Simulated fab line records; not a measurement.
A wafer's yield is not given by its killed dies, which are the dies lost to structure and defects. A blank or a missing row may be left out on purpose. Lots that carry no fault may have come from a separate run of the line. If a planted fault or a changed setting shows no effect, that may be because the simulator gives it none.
The tool behind it: which one? -- flow n5_finfet -- 10 lots, 30 wafers sampled, at 5 steps of a route of 1938

WHAT EACH GAUGE READ, for each wafer
N5_WELL_APT_INSPECT_10: inspects for defects (macro).
lot,measured,on,raw_defect_count
L835,day 1 14:52,defect_inspect-01,1 1 1
L836,day 1 19:58,defect_inspect-01,5 1 1
L840,day 2 19:53,defect_inspect-02,4 6 4
L841,day 3 02:01,defect_inspect-01,3 2 1
L842,day 3 07:42,defect_inspect-01,6 1 1
L851,day 5 14:04,defect_inspect-01,4 1 3
L852,day 5 19:37,defect_inspect-02,2 5 2
L853,day 6 01:44,defect_inspect-01,4 3 0
L857,day 7 01:44,defect_inspect-02,2 0 1
L858,day 7 07:38,defect_inspect-01,2 0 4

N5_PMOS_HMC_CHANNEL_EPI_OVL_MEAS_10.
lot,measured,on,PMOS_HMC_BLK_OVL (nm)
L835,day 1 18:16,overlay-01,-0.2 0.7 0.6
L836,day 1 23:20,overlay-02,0.5 0.4 1.2
L840,day 3 00:04,overlay-02,1.0 0.2 0.6
L841,day 3 06:24,overlay-02,0.2 -0.4 -0.3
L842,day 3 11:20,overlay-02,1.5 1.1 2.1
L851,day 5 18:10,overlay-02,-0.2 -0.1 -0.4
L852,day 5 23:22,overlay-01,-0.3 -0.4 -0.4
L853,day 6 05:23,overlay-01,1.4 1.3 1.1
L857,day 7 05:26,overlay-01,-0.3 0.7 -0.1
L858,day 7 11:33,overlay-02,0.1 0.6 -0.2

N5_BEOL_M4_RC_MEAS_101.
lot,measured,on,DIBL_N (mV/V),DIBL_P (mV/V),IOFF_N (nA/um),IOFF_P (nA/um),ION_N (uA/um),ION_P (uA/um),SS_N (mV/dec),SS_P (mV/dec),VT_N (mV),VT_P (mV)
L835,day 8 14:43,prober-02,35.3 33.1 35.4,35.0 32.6 35.4,0.147 0.115 0.157,0.18 0.16 0.20,670 664 679,456 458 466,71.7 70.6 70.9,72.2 72.7 72.6,248 254 248,-254 -252 -247
L836,day 9 01:55,prober-01,35.0 36.3 36.2,35.7 38.0 37.4,0.138 0.166 0.154,0.18 0.21 0.20,659 680 666,450 460 455,71.0 71.8 71.5,73.1 74.1 73.9,254 249 251,-253 -251 -251
L840,day 9 12:05,prober-01,36.7 35.3 36.8,36.6 35.2 37.3,0.162 0.133 0.160,0.24 0.22 0.25,669 664 679,464 466 467,71.9 71.6 72.0,73.4 73.0 73.3,251 251 248,-247 -249 -245
L841,day 10 16:01,prober-02,39.0 35.8 36.0,40.1 36.8 36.7,0.230 0.172 0.174,0.33 0.25 0.25,693 676 679,476 474 471,72.4 72.2 71.8,75.6 73.9 73.8,247 245 252,-242 -241 -246
L842,day 10 06:46,prober-01,34.0 35.1 34.4,34.3 34.7 34.0,0.135 0.151 0.135,0.19 0.20 0.19,681 682 681,471 466 467,70.8 70.5 70.9,72.8 72.7 71.7,251 246 252,-250 -248 -250
L851,day 12 13:41,prober-01,33.4 37.6 37.0,31.0 36.8 36.0,0.119 0.200 0.192,0.16 0.24 0.23,656 695 694,459 468 466,70.7 72.2 71.7,72.1 73.1 73.6,255 247 245,-252 -248 -247
L852,day 13 03:14,prober-01,35.8 34.0 37.7,35.4 33.6 37.9,0.139 0.103 0.166,0.19 0.17 0.23,667 641 659,461 449 453,71.4 71.2 71.9,72.9 73.1 73.5,256 257 251,-252 -254 -252
L853,day 13 08:16,prober-02,35.1 38.0 33.5,35.6 38.5 33.5,0.145 0.202 0.112,0.20 0.26 0.16,682 690 657,466 471 452,72.3 73.0 71.0,73.7 74.0 73.2,252 246 257,-250 -247 -255
L857,day 13 19:15,prober-02,36.9 35.1 37.1,37.1 34.1 36.7,0.151 0.120 0.148,0.21 0.18 0.22,667 663 658,460 465 456,71.1 71.8 71.5,73.5 72.4 73.8,248 254 250,-249 -250 -248
L858,day 13 23:03,prober-01,36.4 35.1 34.8,36.2 34.7 33.9,0.156 0.147 0.126,0.21 0.19 0.17,663 675 657,459 458 457,71.5 70.4 70.7,73.0 72.8 72.9,250 249 252,-249 -250 -255

EACH LOT AND THE TOOL THAT RAN IT (in order: tool; ch and the chambers of the sampled wafers; start)
lot,N5_PMOS_HMC_CHANNEL_EPI_COAT_31,N5_PMOS_HMC_CHANNEL_EPI_DESCUM_14
L835,"litho_track-01 ch 0, day 1 17:53","rie_diel-06 ch 0,2,3, day 1 18:55"
L836,"litho_track-01 ch 0, day 1 23:04","rie_diel-06 ch 0,1,3, day 1 23:23"
L840,"litho_track-01 ch 0, day 2 23:49","rie_diel-02 ch 0,2,3, day 3 00:07"
L841,"litho_track-03 ch 0, day 3 06:01","rie_diel-01 ch 0,1,3, day 3 06:32"
L842,"litho_track-01 ch 0, day 3 10:58","rie_diel-02 ch 2,3, day 3 11:26"
L851,"litho_track-01 ch 0, day 5 17:47","rie_diel-01 ch 2,3, day 5 18:13"
L852,"litho_track-04 ch 0, day 5 22:59","rie_diel-02 ch 1,2,3, day 5 23:25"
L853,"litho_track-04 ch 0, day 6 05:08","rie_diel-01 ch 1,3, day 6 06:13"
L857,"litho_track-04 ch 0, day 7 05:11","rie_diel-02 ch 0,2,3, day 7 05:47"
L858,"litho_track-01 ch 0, day 7 11:17","rie_diel-01 ch 2,3, day 7 11:55"
- N5_PMOS_HMC_CHANNEL_EPI_COAT_31: time 60 s, resist thk 66 nm.
- N5_PMOS_HMC_CHANNEL_EPI_DESCUM_14: chemistry O2, time 7.9 s.

WHAT THE TOOLS THEMSELVES READ (means of the sampled wafers that have a number; where no wafer has one, the mark that the record gives instead)
N5_PMOS_HMC_CHANNEL_EPI_COAT_31.
lot,tool,spin_speed_rpm (rpm)
L835,litho_track-01,1499.8
L836,litho_track-01,1499.6
L840,litho_track-01,1596.7
L841,litho_track-03,1499.9
L842,litho_track-01,1595.4
L851,litho_track-01,1500.0
L852,litho_track-04,1501.4
L853,litho_track-04,1499.9
L857,litho_track-04,1500.0
L858,litho_track-01,1500.7

N5_PMOS_HMC_CHANNEL_EPI_DESCUM_14.
lot,tool,drypump_motor_current_A (A),oes_product_au (a.u.),rf_vpp_V (V),showerhead_plenum_p_Torr (Torr),throttle_valve_pct (%)
L835,rie_diel-06,5.7,0.75,243.2,2.12,20.8
L836,rie_diel-06,5.4,0.76,243.5,2.12,20.5
L840,rie_diel-02,5.8,0.89,243.2,2.12,20.4
L841,rie_diel-01,6.0,0.76,242.4,2.03,20.3
L842,rie_diel-02,6.1,0.81,243.7,2.16,20.4
L851,rie_diel-01,6.1,0.80,242.6,2.07,20.4
L852,rie_diel-02,6.0,0.78,244.0,2.11,20.6
L853,rie_diel-01,5.7,0.77,241.9,2.00,20.2
L857,rie_diel-02,5.8,0.83,242.4,2.10,20.4
L858,rie_diel-01,5.9,0.78,242.6,2.08,20.5

THE ANSWER, worked out from the rows above alone
Rule: what is usual is taken from the lots themselves. Put in order of their means at a reading, lots are off if they are a third of the lots or fewer, leave a main group of 4 or more, and stand apart from it by a gap of 3 or more times the standard deviation of the main group's means; of several such gaps the widest counts. The tables above print the reading to a certain number of digits; a main group whose means all agree to those digits is not used. A lot without any number at a reading at which 4 lots or more have one is off too. All remaining lots with rows at the step are treated as sound. After the gauges, taken in route order, come the tools' own readings; for these a lot's mean is taken, as printed above. At the first step where some lot is off, the reading lying furthest off is the one used; lots without a number count as furthest.
Off: L840, L842 (N5_PMOS_HMC_CHANNEL_EPI_COAT_31, spin_speed_rpm). The main group has a mean of 1500.2 rpm with a standard deviation of 0.55.
A tool fits if, at that step or a process step before it, it ran every lot that is off, and no sound lot after the first of them. Of those tried, none fits.

WHAT HAD BEEN PUT IN BY THE SIMULATOR
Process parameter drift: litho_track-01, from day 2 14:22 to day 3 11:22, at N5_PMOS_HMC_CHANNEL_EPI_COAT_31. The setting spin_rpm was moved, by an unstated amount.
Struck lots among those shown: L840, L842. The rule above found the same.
